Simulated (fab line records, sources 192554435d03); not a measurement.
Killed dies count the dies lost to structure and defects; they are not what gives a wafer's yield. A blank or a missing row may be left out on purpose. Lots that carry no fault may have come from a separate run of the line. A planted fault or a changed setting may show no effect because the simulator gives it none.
fab line records	flow n5-finfet
record: lots: 5	wafers: 15	last-day: 17
route steps=1938 shown SD_EPI_P@306 SD_ACTIVATION@330 ILD0@335 BEOL_M4@1111
lots that met no fault: taken from a fault-free run of the same line
start-h: the number of hours between the record's first day and the start of the first shown wafer of the lot	wait-h: hours elapsed since this lot's preceding step	" identical to the entry in the row above	L1.1+2: one row covering several wafers at once	- no value present, or no start provided	* or withheld: withheld	< > ~ a bound
route shown NAME@n: NAME is a module with steps in the file, n the number in the route of the first one	usual: the fault-free wafers' mean and standard deviation	same: alike in all rows	chamber/n: place in a boat	sites: each site's reading	_std_site: standard deviation across them	_edge_site: inner sites' mean taken away from outer sites' mean	radius-mm: for every site, how far away it sits from the centre of the wafer	mask NAME#n: copy n	behind: the tool/chamber that last shaped the wafer	hold: reason for holding the lot/hours on hold/outcome of the hold	device: transistor that didn't switch, given as n, p or np	end of line: tests of these same wafers at the route's end	for a step that has no rows: nothing shown but its recipe	killed: at the first sort, the dies lost to defects and structure; wafer yield is something else	map: a wafer's dies, x killed, . not, _ none there
set.NAME: the setting as run; set.NAME@STEP: as run at that earlier step	model.NAME: the simulator's own value behind a step, which no gauge read
certain route steps with their lots: each step a table, each wafer a row
== steps ==
step: N5_SD_EPI_P_DESCUM_14
recipe: chemistry: O2	time-s: 7.9	source-power-w: 50	bias-power-w: 20	pressure-mtorr: 20	rf-frequency-hz: 2.712e+07	temp-c: 40	resist: CAR-ArF-block	o2-flow-sccm: 225
step: N5_SD_EPI_P_ETCH_36
recipe: chemistry: CF4	target: SiARC	target-depth-a: 455	mask-material: CAR-ArF-block	time-s: 75.8	ion-energy-ev: 80	pressure-mtorr: 40	source-w: 545	bias-w: 36	Ar_flow_sccm: 100	cf4-flow-sccm: 100	ends: cleared
step: N5_SD_EPI_P_ETCH_37
recipe: chemistry: N2/H2	target: SOC	overetch-a: 1080	mask-material: SiARC	temp-c: 40	ion-energy-ev: 100	source-w: 3000	bias-w: 133	pressure-mtorr: 20	time-s: 486	n2-flow-sccm: 200	h2-flow-sccm: 200	ends: end-point
step: N5_SD_EPI_P_STRIP_38
recipe: chemistry: N2/H2	temp-c: 40	n2-flow-sccm: 200	h2-flow-sccm: 200	rf-frequency-hz: 6e+07
step: N5_SD_EPI_P_ETCHBACK_46
recipe: chemistry: CH3F/O2	mode: anisotropic-etchback	target: SiNx	target-depth-a: 175	stop-on: SiO2	over-etch-frac: 0.3	ion-energy-ev: 120	pressure-mtorr: 30	source-w: 395	bias-w: 73	Ar_flow_sccm: 150	CH3F_flow_sccm: 30	O2_flow_sccm: 20
step: N5_SD_EPI_P_ETCH_47
recipe: chemistry: CH3F/O2	target: SiOCN	target-depth-a: 250	mask-material: SOC	ion-energy-ev: 60	bias-w: 29	pressure-mtorr: 30	source-w: 410	Ar_flow_sccm: 150	CH3F_flow_sccm: 30	O2_flow_sccm: 20
step: N5_SD_EPI_P_ETCH_16
recipe: chemistry: CHF3/O2	target: SiO2	target-depth-a: 50	mask-material: SOC	pressure-mtorr: 30	source-w: 650	bias-w: 170	Ar_flow_sccm: 200	CHF3_flow_sccm: 50	O2_flow_sccm: 5	ion-energy-ev: 200
step: N5_SD_EPI_P_STRIP_50
recipe: chemistry: CHF3/O2	resist: SiARC	rf-frequency-hz: 6e+07
step: N5_SD_EPI_P_SD_RECESS_17
recipe: chemistry: HBr/Cl2/O2	target-depth-a: 391	bt-time-s: 3	pressure-mtorr: 10	icp-w: 800	bias-w: 112	HBr_flow_sccm: 150	Cl2_flow_sccm: 80	O2_flow_sccm: 12
step: N5_SD_EPI_P_WET_ETCH_45
recipe: chemistry: dHF	dilution: withheld	time-s: 10.7	target: SiO2	target-depth-a: 20	temp-c: 25	dry: ipa-marangoni	rinse-time-s: 30	rinse-temp-c: 23
usual: rinse-temp-c: 23.00/0.11	rinse-time-s: 30/0
lot.wafer	tool	chamber	start-h	wait-h	rinse-temp-c	rinse-time-s
L487.2	wet-bench-04	6	125.54	0.1	23.20	30
L487.3	"	0	"	"	22.74	30
L487.6	"	1	"	"	22.96	30
L488.2	wet-bench-04	5	131.63	0.1	-	-
L488.5	"	4	"	"	-	-
L488.6	"	6	"	"	-	-
L489.3	wet-bench-04	4	134.66	0.1	-	-
L489.4	"	5	"	"	-	-
L489.6	"	2	"	"	-	-
L490.1	wet-bench-02	5	138.69	0.1	-	-
L490.4	"	3	"	"	-	-
L490.6	"	2	"	"	-	-
L494.2	wet-bench-04	6	161.75	0.1	22.95	30
L494.3	"	2	"	"	23.03	30
L494.4	"	7	"	"	22.95	30
step: N5_SD_EPI_P_STRIP_40
recipe: chemistry: N2/H2	power-w: 1000	temp-c: 250	h2-frac: 0.65	overash-fraction: 0.3	pressure-mtorr: withheld	n2-flow-sccm: 1750	h2-flow-sccm: 3250
step: N5_SD_EPI_P_PRECLEAN_52
recipe: chemistry: O3/DIW	time-s: 60	temp-c: 22	o3-ppm: 10
step: N5_SD_EPI_P_SRD_20
recipe: dry: ipa-marangoni	do-ppb: 5	time-s: 30	temp-c: 23	rinse-liquid: diw
step: N5_SD_EPI_P_PRECLEAN_51
recipe: chemistry: NF3:NH3	afs-cycles: 1	temp-c: 30	time-s: 20	sublimation-temp-c: 180	sublimation-time-s: 60	pressure-torr: 3	rf-power-w: 30
step: N5_SD_EPI_P_VAPOR_ETCH_44
recipe: chemistry: NF3/Ar	target: SiGe30	temp-c: 25	time-s: 3.3	mode: isotropic
step: N5_SD_EPI_P_EPI_21
recipe: material: SiGe:B	dopant: B	temp-c: 550	pressure-torr: 20	ambient: H2	time-s: 355
step: N5_SD_EPI_P_HM_STRIP_48
recipe: chemistry: H3PO4	temp-c: 160	material: SiNx	target: SiNx	target-depth-a: 30	overetch-fraction: 0.3
step: N5_SD_EPI_P_SRD_49
recipe: dry: ipa-marangoni	time-s: 30	temp-c: 23	rinse-liquid: diw
step: N5_SD_EPI_P_PRECLEAN_24
recipe: chemistry: O3/DIW	time-s: 45	temp-c: 22	o3-ppm: 10
step: N5_SD_EPI_P_PRECLEAN_32
recipe: chemistry: dHF	time-s: 10	dilution: 500:1	temp-c: 25
step: N5_SD_EPI_P_PRECLEAN_33
recipe: chemistry: SC2	time-s: 45	temp-c: 35	mix: 1:1:50
step: N5_SD_EPI_P_SRD_25
recipe: time-s: 30	temp-c: 23	rinse-liquid: diw	dry: ipa-marangoni
step: N5_SD_ACTIVATION_RTA_00
recipe: temp-c: 975	time-s: 0	ambient: N2	idle-temp-c: 600	ramp-up-c-per-s: 150	ramp-down-c-per-s: 60	cool-to-c: 600
step: N5_SD_ACTIVATION_LSA_01
recipe: temp-c: 1080	time-s: 0.0008	ambient: N2
step: N5_ILD0_LINER_00
recipe: material: SiNx	target-thk-a: 40	temp-c: 400	ald-precursor-family: SiH2I2	ald-co-reactant: N2/H2-plasma	pulse-time-s: 1	purge-time-s: 2	co-reactant-purge-time-s: 2	ald-cycles: 80	pressure-torr: 2
step: N5_ILD0_FCVD_FILL_01
recipe: material: SiO2_flowable	target-thk-a: 2000	temp-c: 100	pressure-torr: 0.8	rf-w: 2000	time-s: 328.3
step: N5_ILD0_CURE_02
recipe: temp-c: 450	time-s: 1800	ambient: steam	idle-temp-c: 400	ramp-up-c-per-min: 5	ramp-down-c-per-min: 3	densification-p-h2o-torr: 640
step: N5_ILD0_CMP_03
recipe: stop-on: SiNx	t-overpolish-s: 1.9	post-cmp-clean: alkaline-brush	down-force-psi: 4.1491	platen-rpm: 51.796	pad-velocity-m-s: 1.0306	target-thk-nm: 197.38
step: N5_ILD0_CMP_07
recipe: stop-on: poly-Si	material: SiO2_flowable	t-overpolish-s: 1.18	post-cmp-clean: alkaline-brush	down-force-psi: 4.1491	platen-rpm: 51.796	pad-velocity-m-s: 1.0306	target-thk-nm: 138.88
step: N5_ILD0_PRECLEAN_10
recipe: chemistry: NF3:NH3	afs-cycles: 5	time-s: 20	temp-c: 30	sublimation-temp-c: 180	sublimation-time-s: 60	pressure-torr: 3	rf-power-w: 30
step: N5_ILD0_ALD_15
recipe: material: SiNx	target-thk-a: 240	temp-c: 400	ald-precursor-family: SiH2I2	ald-co-reactant: N2/H2-plasma	pulse-time-s: 1	ald-cycles: 480	purge-time-s: 2	co-reactant-purge-time-s: 2	pressure-torr: 2
step: N5_ILD0_CMP_12
recipe: stop-on: poly-Si	material: SiNx	t-overpolish-s: 6	post-cmp-clean: alkaline-brush	down-force-psi: 2.5	platen-rpm: 51.8	pad-velocity-m-s: 1.0307	target-thk-nm: 17.67
step: N5_BEOL_M4_RC_MEAS_101
usual: DIBL_N: 36.4/1.4	DIBL_P: 36.4/1.5	IOFF_N: 0.156/0.022	IOFF_P: 0.210/0.023	IOFF_P_LONG: 0.000106/7.3e-06	ION_N: 675/9.1	ION_P: 463/5.7	SS_N: 71.6/0.45	SS_P: 73.3/0.56	VT_N: 250/3.1	VT_P: -250.3/2.3
lot.wafer	tool	chamber	start-h	wait-h	DIBL_N[mV/V]	DIBL_P[mV/V]	IOFF_N[nA/um]	IOFF_P[nA/um]	IOFF_P_LONG[nA/um]	ION_N[uA/um]	ION_P[uA/um]	SS_N[mV/dec]	SS_P[mV/dec]	VT_N[mV]	VT_P[mV]
L488.2	prober-01	0	257.46	0.2	34.8	33.9	0.123	0.161	0.000117	656	445	71.4	73.0	256	-256.4
L488.5	"	0	"	"	36.0	35.3	0.136	0.175	0.00012	660	458	71.5	73.8	255	-254.4
L488.6	"	0	"	"	37.7	36.9	0.170	0.207	0.000128	671	456	72.1	73.3	252	-252.1
L487.2	prober-02	0	264.84	0.2	35.3	36.3	0.129	0.206	0.000105	658	463	71.5	73.3	256	-250.7
L487.3	"	0	"	"	36.1	36.3	0.136	0.203	0.000108	671	461	72.2	73.5	254	-250.2
L487.6	"	0	"	"	36.7	37.7	0.145	0.223	0.000108	664	461	71.9	73.4	253	-249.0
L489.3	prober-01	0	275.32	0.3	38.9	34.4	0.159	0.203	0.000134	675	462	71.3	72.9	249	-252.0
L489.4	"	0	"	"	39.6	34.2	0.165	0.196	0.000121	667	452	72.0	73.1	250	-250.4
L489.6	"	0	"	"	38.8	33.7	0.149	0.182	0.000129	658	446	71.9	73.1	254	-251.8
L490.1	prober-02	0	278.02	0.0	36.2	37.0	0.166	0.203	0.000128	677	458	72.2	74.1	247	-252.0
L490.4	"	0	"	"	35.5	36.0	0.153	0.190	0.000132	662	450	71.9	72.8	250	-255.2
L490.6	"	0	"	"	35.5	35.2	0.135	0.176	0.000127	669	452	71.6	73.4	254	-255.2
L494.2	prober-02	0	306.25	0.2	38.1	36.5	0.167	0.231	0.000111	679	466	71.3	73.3	251	-248.7
L494.3	"	0	"	"	36.9	35.3	0.149	0.216	0.000117	675	465	71.3	72.9	251	-249.1
L494.4	"	0	"	"	36.9	35.2	0.148	0.219	0.000114	671	469	71.4	72.7	254	-251.0
== key ==
first-sign: step: N5_SD_EPI_P_WET_ETCH_45	reading: tool-record	direction: missing
effect: step: N5_BEOL_M4_RC_MEAS_101	reading: IOFF_P_LONG	direction: up	sigmas: 2.8	usual: 0.000106	struck: 0.000126
effect: step: N5_BEOL_M4_RC_MEAS_101	reading: ION_P	direction: down	sigmas: 1.7	usual: 463	struck: 453
effect: step: N5_BEOL_M4_RC_MEAS_101	reading: VT_P	direction: down	sigmas: 1.3	usual: -250.3	struck: -253.3
met-at N5_SD_EPI_P_WET_ETCH_45
struck-wafers L488.2,L488.5,L488.6,L489.3,L489.4,L489.6,L490.1,L490.4,L490.6
onset-between 125.54 131.63
fault: kind: skipped-step-whole	tool: wet-bench-02,wet-bench-04	chamber: -	onset-h: 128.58	steps: N5_SD_EPI_P_WET_ETCH_45	scope: struck-lots-only
